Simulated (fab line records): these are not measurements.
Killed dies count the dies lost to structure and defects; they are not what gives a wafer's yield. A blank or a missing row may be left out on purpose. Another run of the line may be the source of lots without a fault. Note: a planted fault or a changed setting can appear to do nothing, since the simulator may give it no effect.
Matching of chambers :: flow nand-harc :: rie-diel-08 running NHARC_A_M0_DESCUM_14: 4 sister chambers
The step chemistry O2, time 3 s. 16 wafers are shown with their chamber, then 8 later ones without.

== WAFERS PAIRED WITH THEIR CHAMBERS ==
wafer: L074.1
chamber: 3
showerhead-plenum-p-Torr (Torr): 1.79
drypump-motor-current-A (A): 5.4
oes-product-au (a.u.): 1.015

wafer: L074.5
chamber: 1
showerhead-plenum-p-Torr (Torr): 1.81
drypump-motor-current-A (A): 6.1
oes-product-au (a.u.): 0.994

wafer: L074.6
chamber: 2
showerhead-plenum-p-Torr (Torr): 1.78
drypump-motor-current-A (A): 5.9
oes-product-au (a.u.): 0.998

wafer: L076.3
chamber: 2
showerhead-plenum-p-Torr (Torr): 1.78
drypump-motor-current-A (A): 5.9
oes-product-au (a.u.): 1.014

wafer: L076.5
chamber: 1
showerhead-plenum-p-Torr (Torr): 1.81
drypump-motor-current-A (A): 6.1
oes-product-au (a.u.): 0.982

wafer: L076.6
chamber: 2
showerhead-plenum-p-Torr (Torr): 1.78
drypump-motor-current-A (A): 5.9
oes-product-au (a.u.): 1.019

wafer: L078.1
chamber: 3
showerhead-plenum-p-Torr (Torr): 1.79
drypump-motor-current-A (A): 5.4
oes-product-au (a.u.): 1.002

wafer: L078.4
chamber: 0
showerhead-plenum-p-Torr (Torr): 1.77
drypump-motor-current-A (A): 6.0
oes-product-au (a.u.): 1.000

wafer: L078.5
chamber: 3
showerhead-plenum-p-Torr (Torr): 1.79
drypump-motor-current-A (A): 5.4
oes-product-au (a.u.): 0.996

wafer: L080.2
chamber: 2
showerhead-plenum-p-Torr (Torr): 1.78
drypump-motor-current-A (A): 5.9
oes-product-au (a.u.): 1.006

wafer: L080.3
chamber: 1
showerhead-plenum-p-Torr (Torr): 1.81
drypump-motor-current-A (A): 6.0
oes-product-au (a.u.): 0.989

wafer: L080.4
chamber: 3
showerhead-plenum-p-Torr (Torr): 1.79
drypump-motor-current-A (A): 5.4
oes-product-au (a.u.): 1.000

wafer: L085.4
chamber: 3
showerhead-plenum-p-Torr (Torr): 1.79
drypump-motor-current-A (A): 5.4
oes-product-au (a.u.): 1.010

wafer: L085.5
chamber: 1
showerhead-plenum-p-Torr (Torr): 1.80
drypump-motor-current-A (A): 6.1
oes-product-au (a.u.): 0.988

wafer: L085.6
chamber: 0
showerhead-plenum-p-Torr (Torr): 1.77
drypump-motor-current-A (A): 6.0
oes-product-au (a.u.): 1.009

wafer: L089.1
chamber: 0
showerhead-plenum-p-Torr (Torr): 1.77
drypump-motor-current-A (A): 5.9
oes-product-au (a.u.): 1.009

SIGNATURES, as means of the wafers listed above
reading: showerhead-plenum-p-Torr
chamber 0: 1.7700
chamber 1: 1.8075
chamber 2: 1.7800
chamber 3: 1.7900
scatter within a chamber: 0.0025

reading: drypump-motor-current-A
chamber 0: 5.967
chamber 1: 6.075
chamber 2: 5.900
chamber 3: 5.400
scatter within a chamber: 0.0344

reading: oes-product-au
chamber 0: 1.00600
chamber 1: 0.98825
chamber 2: 1.00925
chamber 3: 1.00460
scatter within a chamber: 0.00719
Rule: distance of a wafer from a chamber = root of the sum over the readings of ((wafer's reading minus chamber's mean) / reading's scatter) squared. The wafer belongs to the nearest chamber; if the next one is less than 2 further off, it can't be placed. The scatter: the root of (the sum of the squares of (reading less its chamber's mean) over the shown wafers, divided by (wafers less chambers)).

== WAFERS WITHOUT THEIR CHAMBER ==
wafer: L089.4
showerhead-plenum-p-Torr (Torr): 1.78
drypump-motor-current-A (A): 5.9
oes-product-au (a.u.): 0.992

wafer: L089.6
showerhead-plenum-p-Torr (Torr): 1.80
drypump-motor-current-A (A): 6.1
oes-product-au (a.u.): 0.979

wafer: L090.3
showerhead-plenum-p-Torr (Torr): 1.79
drypump-motor-current-A (A): 5.4
oes-product-au (a.u.): 0.990

wafer: L090.5
showerhead-plenum-p-Torr (Torr): 1.79
drypump-motor-current-A (A): 5.4
oes-product-au (a.u.): 0.986

wafer: L090.6
showerhead-plenum-p-Torr (Torr): 1.77
drypump-motor-current-A (A): 5.9
oes-product-au (a.u.): 1.006

wafer: L092.3
showerhead-plenum-p-Torr (Torr): 1.79
drypump-motor-current-A (A): 5.4
oes-product-au (a.u.): 1.002

wafer: L092.4
showerhead-plenum-p-Torr (Torr): 1.77
drypump-motor-current-A (A): 5.9
oes-product-au (a.u.): 1.008

wafer: L092.6
showerhead-plenum-p-Torr (Torr): 1.77
drypump-motor-current-A (A): 5.9
oes-product-au (a.u.): 1.004

== CHAMBER TAKEN BY EACH ==
wafer: L089.4
from the rows above: 2
in truth: 2

wafer: L089.6
from the rows above: 1
in truth: 1

wafer: L090.3
from the rows above: 3
in truth: 3

wafer: L090.5
from the rows above: 3
in truth: 3

wafer: L090.6
from the rows above: 0
in truth: 0

wafer: L092.3
from the rows above: 3
in truth: 3

wafer: L092.4
from the rows above: 0
in truth: 0

wafer: L092.6
from the rows above: 0
in truth: 0
Correct placement for 8 of the 8. Left unplaced by these rows: 0. Number placed wrongly: 0.
